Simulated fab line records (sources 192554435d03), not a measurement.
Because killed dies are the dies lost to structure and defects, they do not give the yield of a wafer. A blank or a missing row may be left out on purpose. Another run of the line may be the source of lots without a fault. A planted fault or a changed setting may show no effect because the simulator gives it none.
Split-lot study | flow n5-finfet | 7 lots, 21 wafers read, on a route of 1938 steps

THE SPLIT
At N5_SD_EPI_P_EPI_21 (deposits SiGe:B, time 355 s), the setting epi-growth-time-s was moved away from the recipe's 355 s on 9 of the 21 wafers read, by -10.1% to +10.4%. For the rest of the wafers, this setting stayed at what the recipe calls for.

FROM THE SPLIT TO THE READING: what the file shows between them, 2 steps
- N5_SD_EPI_P_HM_STRIP_48: strips SiNx in H3PO4, material SiNx, target depth 3 nm
- N5_SD_ACTIVATION_LSA_01: time 0.0008 s (also split here: temp-c)

THE READING
RS_SD_P in ohm/sq, measured at N5_SD_ACTIVATION_RS_MEAS_03 by four-point-probe. A value of 56.2 ohm/sq with a standard deviation of 0.9 ohm/sq is what fault-free wafers of this fab line usually give.

wafer  | tool, chamber at the split | epi-growth-time-s as run, s | against the recipe | RS_SD_P, ohm/sq | against lot-mates on the recipe
L076.1 | epi-rpcvd-02, 0            | 319.1                       | -10.1%             | 61.0            | +4.3
L076.3 | epi-rpcvd-02, 0            | 355                         | recipe             | 56.7            | -
L076.4 | epi-rpcvd-02, 0            | 355                         | recipe             | 56.7            | -
L079.2 | epi-rpcvd-01, 0            | 355                         | recipe             | 56.0            | -
L079.4 | epi-rpcvd-01, 0            | 355                         | recipe             | 56.3            | -
L079.6 | epi-rpcvd-01, 0            | 387.2                       | +9.1%              | 53.4            | -2.8
L080.4 | epi-rpcvd-01, 0            | 355                         | recipe             | 57.3            | -
L080.5 | epi-rpcvd-01, 0            | 366.2                       | +3.2%              | 55.3            | -2.0
L080.6 | epi-rpcvd-01, 0            | 366.2                       | +3.2%              | 55.8            | -1.5
L081.1 | epi-rpcvd-01, 0            | 355                         | recipe             | 56.8            | -
L081.3 | epi-rpcvd-01, 0            | 355                         | recipe             | 56.4            | -
L081.6 | epi-rpcvd-01, 0            | 333.9                       | -5.9%              | 58.4            | +1.8
L089.1 | epi-rpcvd-01, 0            | 355                         | recipe             | 56.0            | -
L089.4 | epi-rpcvd-01, 0            | 342.7                       | -3.5%              | 58.4            | +2.4
L089.5 | epi-rpcvd-01, 0            | 342.7                       | -3.5%              | 57.4            | +1.4
L093.1 | epi-rpcvd-03, 0            | 355                         | recipe             | 55.4            | -
L093.2 | epi-rpcvd-03, 0            | 355                         | recipe             | 54.8            | -
L093.5 | epi-rpcvd-03, 0            | 355                         | recipe             | 54.5            | -
L094.1 | epi-rpcvd-02, 0            | 391.9                       | +10.4%             | 52.1            | -2.6
L094.2 | epi-rpcvd-02, 0            | 391.9                       | +10.4%             | 52.2            | -2.5
L094.4 | epi-rpcvd-02, 0            | 355                         | recipe             | 54.7            | -

FIT RESULTS
A straight line over all 21 wafers: RS_SD_P changes by -0.391 ohm/sq for each +1% of epi-growth-time-s; r = -0.92; the points scatter about the line by 0.82 ohm/sq.
The same after taking each lot's own level away (the mean of its wafers on the recipe; 21 wafers): -0.33 ohm/sq for each +1%; r = -0.95; scatter 0.54 ohm/sq.
Per that fit: largest epi-growth-time-s move, reading shift of 3.4 ohm/sq.
Across the lots, their own levels run from 54.70 to 57.30 ohm/sq, a range of 2.9 times the standard deviation given above.
Thus the slope moves with the lot-to-lot level: the two fits are different.
Check: for one of the wafers moved furthest among these (+10.4%), held out of the fit, the line's prediction against its lot-mates is -3.52 ohm/sq. Against them it came out at -2.6 ohm/sq.

ADDITIONAL SPLITS CARRIED BY THESE WAFERS
Before the reading, these wafers also passed through other splits. Each is held against what the fit with the lots' levels taken away leaves over:
other split on the same wafers | wafers away from the commonest value | r with RS_SD_P (lot level and that fit taken away)
N5_SD_ACTIVATION_LSA_01 temp-c | 4                                    | +0.03

THE WHOLE CHAIN: every reading that the file lists as answering this split, in the file's order
step                        | what it does                                           | reading                                                                           | change (the file's fit)               | r (the file's)
N5_SD_EPI_P_EPI_21          | deposits SiGe:B, time 355 s                            | SiGe-B_of_SD_EPI_P_EPI_21.thk-nm (the simulator's own value, which no gauge read) | +0.367 nm for each +1% of the setting | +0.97
N5_SD_EPI_P_HM_STRIP_48     | strips SiNx in H3PO4, material SiNx, target depth 3 nm | SiGe-B_of_SD_EPI_P_EPI_21.thk-nm (the simulator's own value, which no gauge read) | +0.364 nm for each +1% of the setting | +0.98
N5_SD_ACTIVATION_RS_MEAS_03 | measures by four-point-probe                           | RS_SD_P                                                                           | -0.338 for each +1% of the setting    | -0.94

FILE'S OWN FIT
RS_SD_P changes by -0.338 ohm/sq for each +1% of epi-growth-time-s, r = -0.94.
